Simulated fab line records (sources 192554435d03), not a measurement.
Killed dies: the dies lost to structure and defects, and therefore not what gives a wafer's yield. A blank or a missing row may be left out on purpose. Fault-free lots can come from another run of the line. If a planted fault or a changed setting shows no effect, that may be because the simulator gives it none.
Which tool did it? -- flow n5 finfet -- 10 lots with 29 wafers sampled at 4 steps, on a route of 1938 steps

== WHAT THE GAUGES SHOWED, per wafer ==
N5_BEOL_M6_CD_MEAS_28: target cd 40 nm. Usual: cd nm reads 40.03 nm (standard deviation 0.23).
lot,measured,on,cd nm (nm),flag
L902,day 9 02:34,cd sem-01,40.02 40.01 39.66,
L903,day 9 05:05,cd sem-01,39.93 40.19 40.11,
L905,day 9 11:34,cd sem-03,40.12 40.41 39.97,
L907,day 10 05:17,cd sem-01,40.28 40.39 40.22,
L909,day 10 05:28,cd sem-03,40.01 39.75 39.77,
L911,day 11 01:35,cd sem-02,40.51 40.05 40.34,
L912,day 11 04:33,cd sem-01,39.93 40.10 40.17,
L913,day 11 22:30,cd sem-03,40.03 40.11 39.63,
L920,day 13 08:17,cd sem-03,43.47 40.42,OFF
L922,day 13 16:29,cd sem-01,43.50 40.06 39.87,OFF

== EACH LOT AND THE TOOL THAT RAN IT (in order: tool; ch and the chambers of the sampled wafers; start) ==
lot,N5_BEOL_M6_PECVD_70,N5_BEOL_M6_STRIP_19,N5_BEOL_M6_EXPOSE_25
L902,"pecvd-04 ch 0,1, day 8 21:06","rie diel-04 ch 0,1, day 9 00:20","euv scanner-01 ch 0, day 9 02:26"
L903,"pecvd-02 ch 0,1,2, day 9 00:57","rie diel-04 ch 2,3, day 9 04:43","euv scanner-01 ch 0, day 9 04:58"
L905,"pecvd-04 ch 1,2, day 9 08:49","rie diel-04 ch 0,1,3, day 9 10:50","euv scanner-01 ch 0, day 9 11:26"
L907,"pecvd-01 ch 1,2, day 10 01:28","rie diel-04 ch 0,2, day 10 03:06","euv scanner-01 ch 0, day 10 05:09"
L909,"pecvd-04 ch 0, day 10 02:32","rie diel-01 ch 2,3, day 10 04:29","euv scanner-02 ch 0, day 10 05:20"
L911,"pecvd-02 ch 0,1,2, day 10 23:23","rie diel-04 ch 1,2, day 11 00:46","euv scanner-02 ch 0, day 11 01:27"
L912,"pecvd-02 ch 0,2, day 11 00:02","rie diel-04 ch 1,2,3, day 11 03:11","euv scanner-02 ch 0, day 11 04:25"
L913,"pecvd-01 ch 0,1,2, day 11 20:34","rie diel-01 ch 0,1,2, day 11 21:59","euv scanner-01 ch 0, day 11 22:23"
L920,"pecvd-02 ch 0,1, day 13 04:07","rie diel-01 ch 1, day 13 06:25","euv scanner-02 ch 0, day 13 08:10"
L922,"pecvd-01 ch 0,1, day 13 12:49","rie diel-05 ch 1,2,3, day 13 14:46","euv scanner-02 ch 0, day 13 16:21"
- N5_BEOL_M6_PECVD_70: deposits SiO2 from TEOS/O2, target thk 20 nm, time 22.7 s.
- N5_BEOL_M6_STRIP_19: strips in O2.
- N5_BEOL_M6_EXPOSE_25: exposes mask V5, target cd 40 nm.

== WHAT THE TOOLS THEMSELVES READ (means of the sampled wafers that have a number; where no wafer has one, the mark that the record gives instead) ==
N5_BEOL_M6_PECVD_70. Usual: heater power w 736 W, standard deviation 83; showerhead plenum p Torr 8.80 Torr, standard deviation 0.065; throttle valve pct 22.7 %, standard deviation 1.4.
lot,tool,heater power w (W),showerhead plenum p Torr (Torr),throttle valve pct (%),flag
L902,pecvd-04,793,8.86,23.0,
L903,pecvd-02,702,8.81,23.0,
L905,pecvd-04,905,8.76,24.8,
L907,pecvd-01,728,8.72,21.2,
L909,pecvd-04,745,8.87,23.3,
L911,pecvd-02,645,8.81,23.2,
L912,pecvd-02,709,8.82,22.5,
L913,pecvd-01,714,8.77,21.7,
L920,pecvd-02,659,8.80,24.2,
L922,pecvd-01,679,8.80,21.8,

N5_BEOL_M6_STRIP_19. Usual: drypump motor current A 6.0 A, standard deviation 0.5; oes product au 0.78 a.u., standard deviation 0.079; rf vpp V 3.7 V, standard deviation 0.59; showerhead plenum p Torr 2.11 Torr, standard deviation 0.062; throttle valve pct 16.68 %, standard deviation 0.26.
lot,tool,drypump motor current A (A),oes product au (a.u.),rf vpp V (V),showerhead plenum p Torr (Torr),throttle valve pct (%),flag
L902,rie diel-04,6.3,0.72,4.2,2.02,16.68,
L903,rie diel-04,5.7,0.80,3.9,2.16,16.36,
L905,rie diel-04,6.0,0.72,3.7,2.08,16.67,
L907,rie diel-04,6.3,0.76,4.1,2.04,16.44,
L909,rie diel-01,5.6,0.71,3.9,2.02,16.77,
L911,rie diel-04,5.7,0.80,3.4,2.11,16.68,
L912,rie diel-04,5.7,0.78,3.5,2.13,16.54,
L913,rie diel-01,6.2,0.78,3.7,2.11,16.91,
L920,rie diel-01,6.6,0.82,3.5,2.12,17.05,
L922,rie diel-05,6.1,0.78,3.4,2.14,16.69,

N5_BEOL_M6_EXPOSE_25. Usual: exposure dose mJ cm2 reads 44.92 (standard deviation 0.079).
lot,tool,exposure dose mJ cm2,flag
L902,euv scanner-01,44.83,
L903,euv scanner-01,44.89,
L905,euv scanner-01,44.89,
L907,euv scanner-01,44.88,
L909,euv scanner-02,45.02,
L911,euv scanner-02,45.06,
L912,euv scanner-02,44.96,
L913,euv scanner-01,44.86,
L920,euv scanner-02,44.94,
L922,euv scanner-02,45.02,

== THE ANSWER, worked out from the rows above alone ==
Rule: take the mean of a lot's wafers that have a number; if it is more than 3 standard deviations from the usual mean, the lot is off. A lot without any number at a reading at which 4 lots or more have one is off too. Any other lot the step has rows for is counted as sound. The gauges are gone through in route order, then the tools' own readings, and for those a lot's mean is taken as printed above. The first step at which some lot is off is used, and at that step the reading that is off furthest; a lot without a number counts as furthest.
Off, at N5_BEOL_M6_CD_MEAS_28 on cd nm: L920, L922.
If a tool, at a process step before that reading, ran all the lots that are off and no sound lot after the first of them, it fits. Those tools and the gauges at N5_BEOL_M6_CD_MEAS_28 are tried in the same way. One fits: euv scanner-02 at N5_BEOL_M6_EXPOSE_25. A fault onset in the window from L912 (day 11 04:25, its last sound lot) to L920 (day 13 08:10, its first lot off) fits.

== WHAT HAD BEEN PUT IN BY THE SIMULATOR ==
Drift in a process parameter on euv scanner-02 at N5_BEOL_M6_EXPOSE_25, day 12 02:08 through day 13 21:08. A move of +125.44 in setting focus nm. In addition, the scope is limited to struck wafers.
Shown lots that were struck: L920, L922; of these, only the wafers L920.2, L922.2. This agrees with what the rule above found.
